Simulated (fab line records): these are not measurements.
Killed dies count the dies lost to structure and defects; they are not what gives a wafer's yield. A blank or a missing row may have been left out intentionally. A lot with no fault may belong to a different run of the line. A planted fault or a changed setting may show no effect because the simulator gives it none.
Lot-split experiment :: flow n5 finfet :: on a route of 1938 steps: 7 lots, 21 wafers read

== ABOUT THE SPLIT ==
At N5_HKMG_FIN_ETCH_55 (etches SOC in N2/H2, target depth 240 nm, time 300 s), the setting time s was moved away from the recipe's 300 s on 8 of the 21 wafers read, by -19.8% to +21.8%. The other wafers ran this setting at the recipe's value.

The split's own step is where the reading is taken.

== THE READING ==
SiARC_of_HKMG_FIN_COAT_42.thk nm (the simulator's own value, which no gauge read), in nm, at N5_HKMG_FIN_ETCH_55 (etches SOC in N2/H2, target depth 240 nm, time 300 s). The file gives no usual value for it. The 13 wafers here that ran the recipe average 21.3 nm, standard deviation 0.42 nm.

wafer: L074.1
tool, chamber at the split: rie diel-01, 3
time s as run, s: 300
against the recipe: recipe
SiARC_of_HKMG_FIN_COAT_42.thk nm, nm: 21
against lot-mates on the recipe: -

wafer: L074.3
tool, chamber at the split: rie diel-01, 0
time s as run, s: 251.7
against the recipe: -16.1%
SiARC_of_HKMG_FIN_COAT_42.thk nm, nm: 24
against lot-mates on the recipe: +2.5

wafer: L074.6
tool, chamber at the split: rie diel-01, 0
time s as run, s: 300
against the recipe: recipe
SiARC_of_HKMG_FIN_COAT_42.thk nm, nm: 22
against lot-mates on the recipe: -

wafer: L080.1
tool, chamber at the split: rie diel-06, 3
time s as run, s: 365.5
against the recipe: +21.8%
SiARC_of_HKMG_FIN_COAT_42.thk nm, nm: 18
against lot-mates on the recipe: -3.2

wafer: L080.2
tool, chamber at the split: rie diel-06, 0
time s as run, s: 365.5
against the recipe: +21.8%
SiARC_of_HKMG_FIN_COAT_42.thk nm, nm: 19
against lot-mates on the recipe: -2.2

wafer: L080.6
tool, chamber at the split: rie diel-06, 3
time s as run, s: 300
against the recipe: recipe
SiARC_of_HKMG_FIN_COAT_42.thk nm, nm: 21.2
against lot-mates on the recipe: -

wafer: L087.2
tool, chamber at the split: rie diel-01, 3
time s as run, s: 300
against the recipe: recipe
SiARC_of_HKMG_FIN_COAT_42.thk nm, nm: 20.8
against lot-mates on the recipe: -

wafer: L087.4
tool, chamber at the split: rie diel-01, 0
time s as run, s: 300
against the recipe: recipe
SiARC_of_HKMG_FIN_COAT_42.thk nm, nm: 22
against lot-mates on the recipe: -

wafer: L087.5
tool, chamber at the split: rie diel-01, 3
time s as run, s: 300
against the recipe: recipe
SiARC_of_HKMG_FIN_COAT_42.thk nm, nm: 20.8
against lot-mates on the recipe: -

wafer: L088.2
tool, chamber at the split: rie diel-02, 1
time s as run, s: 300
against the recipe: recipe
SiARC_of_HKMG_FIN_COAT_42.thk nm, nm: 22
against lot-mates on the recipe: -

wafer: L088.5
tool, chamber at the split: rie diel-02, 2
time s as run, s: 300
against the recipe: recipe
SiARC_of_HKMG_FIN_COAT_42.thk nm, nm: 21.2
against lot-mates on the recipe: -

wafer: L088.6
tool, chamber at the split: rie diel-02, 0
time s as run, s: 240.6
against the recipe: -19.8%
SiARC_of_HKMG_FIN_COAT_42.thk nm, nm: 24.2
against lot-mates on the recipe: +2.6

wafer: L090.1
tool, chamber at the split: rie diel-01, 1
time s as run, s: 300
against the recipe: recipe
SiARC_of_HKMG_FIN_COAT_42.thk nm, nm: 21.2
against lot-mates on the recipe: -

wafer: L090.3
tool, chamber at the split: rie diel-01, 3
time s as run, s: 300
against the recipe: recipe
SiARC_of_HKMG_FIN_COAT_42.thk nm, nm: 21
against lot-mates on the recipe: -

wafer: L090.6
tool, chamber at the split: rie diel-01, 3
time s as run, s: 300
against the recipe: recipe
SiARC_of_HKMG_FIN_COAT_42.thk nm, nm: 21.2
against lot-mates on the recipe: -

wafer: L093.1
tool, chamber at the split: rie diel-06, 1
time s as run, s: 338.7
against the recipe: +12.9%
SiARC_of_HKMG_FIN_COAT_42.thk nm, nm: 19.4
against lot-mates on the recipe: -1.8

wafer: L093.4
tool, chamber at the split: rie diel-06, 3
time s as run, s: 338.7
against the recipe: +12.9%
SiARC_of_HKMG_FIN_COAT_42.thk nm, nm: 18.6
against lot-mates on the recipe: -2.6

wafer: L093.6
tool, chamber at the split: rie diel-06, 2
time s as run, s: 300
against the recipe: recipe
SiARC_of_HKMG_FIN_COAT_42.thk nm, nm: 21.2
against lot-mates on the recipe: -

wafer: L095.3
tool, chamber at the split: rie diel-02, 0
time s as run, s: 300
against the recipe: recipe
SiARC_of_HKMG_FIN_COAT_42.thk nm, nm: 21.6
against lot-mates on the recipe: -

wafer: L095.4
tool, chamber at the split: rie diel-02, 2
time s as run, s: 348.3
against the recipe: +16.1%
SiARC_of_HKMG_FIN_COAT_42.thk nm, nm: 19.2
against lot-mates on the recipe: -2.4

wafer: L095.6
tool, chamber at the split: rie diel-02, 2
time s as run, s: 348.3
against the recipe: +16.1%
SiARC_of_HKMG_FIN_COAT_42.thk nm, nm: 19.4
against lot-mates on the recipe: -2.2

THE FIT
A straight line over all 21 wafers: SiARC_of_HKMG_FIN_COAT_42.thk nm changes by -0.143 nm for each +1% of time s; r = -0.96; the points scatter about the line by 0.46 nm.
The same after taking each lot's own level away (the mean of its wafers on the recipe; 21 wafers): -0.138 nm for each +1%; r = -0.96; scatter 0.42 nm.
That fit puts the effect of the largest move of time s on the reading at 3 nm.
The lots' own levels span 21.13 to 21.60 nm, that is 1.1 times the standard deviation above.
The two slopes are in agreement: the lot-to-lot level therefore moves the slope only a little.
Check: -2.99 nm against its lot-mates is what the line predicts for one of the wafers moved furthest among these (+21.8%) when that wafer is left out of the fit. It came out at -3.2 nm against them.

== OTHER SPLITS APPLIED TO THESE WAFERS ==
These wafers also went through other splits before the reading. Each is held against what the fit with the lots' levels taken away leaves over:
other split on the same wafers: N5_SD_EPI_N_EPI_21 epi growth time s
wafers away from the commonest value: 7
r with SiARC_of_HKMG_FIN_COAT_42.thk nm (lot level and that fit taken away): +0.27

other split on the same wafers: N5_SDB_EXPOSE_08 dose mj
wafers away from the commonest value: 8
r with SiARC_of_HKMG_FIN_COAT_42.thk nm (lot level and that fit taken away): +0.19

other split on the same wafers: N5_HKMG_FIN_ETCH_54 source w
wafers away from the commonest value: 11
r with SiARC_of_HKMG_FIN_COAT_42.thk nm (lot level and that fit taken away): +0.09

== THE WHOLE CHAIN: every reading that the file lists as answering this split, in the file's order ==
step: N5_HKMG_FIN_ETCH_55
what it does: etches SOC in N2/H2, target depth 240 nm, time 300 s
reading: HKMG_FIN.feature depth nm (the simulator's own value, which no gauge read)
change (the file's fit): +2.34 nm for each +1% of the setting
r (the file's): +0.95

step: N5_HKMG_FIN_ETCH_55
what it does: etches SOC in N2/H2, target depth 240 nm, time 300 s
reading: etch.depth nm (the simulator's own value, which no gauge read)
change (the file's fit): +2.34 nm for each +1% of the setting
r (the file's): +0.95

step: N5_HKMG_FIN_ETCH_55
what it does: etches SOC in N2/H2, target depth 240 nm, time 300 s
reading: SiARC_of_HKMG_FIN_COAT_42.thk nm (the simulator's own value, which no gauge read)
change (the file's fit): -0.139 nm for each +1% of the setting
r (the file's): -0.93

== FILE'S OWN FIT ==
SiARC_of_HKMG_FIN_COAT_42.thk nm changes by -0.139 nm for each +1% of time s, r = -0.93.
